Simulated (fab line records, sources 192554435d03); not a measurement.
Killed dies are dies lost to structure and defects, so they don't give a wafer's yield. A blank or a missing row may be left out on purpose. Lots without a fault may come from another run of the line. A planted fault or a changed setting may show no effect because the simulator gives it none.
Chamber matching | flow n5_finfet | N5_SDB_HM_DEP_00 on pecvd-01: 3 sister chambers
The step deposits SiNx from SiH4/NH3/N2, target thk 40 nm, time 35.3 s. 16 wafers are shown with their chamber, then 8 later ones without.

WAFERS WITH THEIR CHAMBER
wafer  | chamber | showerhead_plenum_p_Torr (Torr) | showerhead_vpp_V (V) | throttle_valve_pct (%)
L074.4 | 0       | 5.30                            | 1012                 | 39.7
L074.5 | 1       | 5.28                            | 1209                 | 39.5
L074.6 | 2       | 5.17                            | 1101                 | 41.8
L075.2 | 2       | 5.17                            | 1103                 | 42.4
L075.3 | 1       | 5.29                            | 1182                 | 39.2
L075.4 | 2       | 5.16                            | 1108                 | 42.1
L081.2 | 1       | 5.30                            | 1176                 | 39.5
L081.4 | 0       | 5.29                            | 1032                 | 39.8
L081.6 | 1       | 5.29                            | 1175                 | 39.5
L084.2 | 1       | 5.29                            | 1174                 | 39.7
L084.4 | 2       | 5.15                            | 1120                 | 42.6
L084.5 | 0       | 5.30                            | 1031                 | 39.7
L086.4 | 0       | 5.31                            | 1016                 | 39.9
L086.5 | 1       | 5.29                            | 1184                 | 39.5
L086.6 | 2       | 5.15                            | 1106                 | 42.6
L088.1 | 0       | 5.31                            | 1017                 | 39.7

SIGNATURES (means of the wafers above)
reading                  | chamber 0 | chamber 1 | chamber 2 | scatter within a chamber
showerhead_plenum_p_Torr | 5.3020    | 5.2900    | 5.1600    | 0.00823
showerhead_vpp_V         | 1021.60   | 1183.33   | 1107.60   | 10.5
throttle_valve_pct       | 39.760    | 39.483    | 42.300    | 0.222
Rule: a wafer's distance from a chamber is the root of the sum, over the readings, of the square of ((its reading less the chamber's mean) divided by the reading's scatter). The wafer belongs to the nearest chamber; if the next one is less than 2 further off, it can't be placed. The scatter: the root of (the sum of the squares of (reading less its chamber's mean) over the shown wafers, divided by (wafers less chambers)).

WAFERS WITHOUT THEIR CHAMBER
wafer  | showerhead_plenum_p_Torr (Torr) | showerhead_vpp_V (V) | throttle_valve_pct (%)
L088.2 | 5.17                            | 1110                 | 42.5
L088.6 | 5.31                            | 1180                 | 39.4
L089.1 | 5.17                            | 1120                 | 42.7
L089.3 | 5.29                            | 1031                 | 39.6
L089.5 | 5.30                            | 1041                 | 40.1
L090.2 | 5.31                            | 1022                 | 39.8
L090.3 | 5.29                            | 1200                 | 39.4
L090.4 | 5.29                            | 1170                 | 39.3

WHICH CHAMBER EACH WENT THROUGH
wafer  | from the rows above | in truth
L088.2 | 2                   | 2
L088.6 | 1                   | 1
L089.1 | 2                   | 2
L089.3 | 0                   | 0
L089.5 | 0                   | 0
L090.2 | 0                   | 0
L090.3 | 1                   | 1
L090.4 | 1                   | 1
Placed correctly: 8 of 8. Can't be placed from these rows: 0. Placed wrongly: 0.
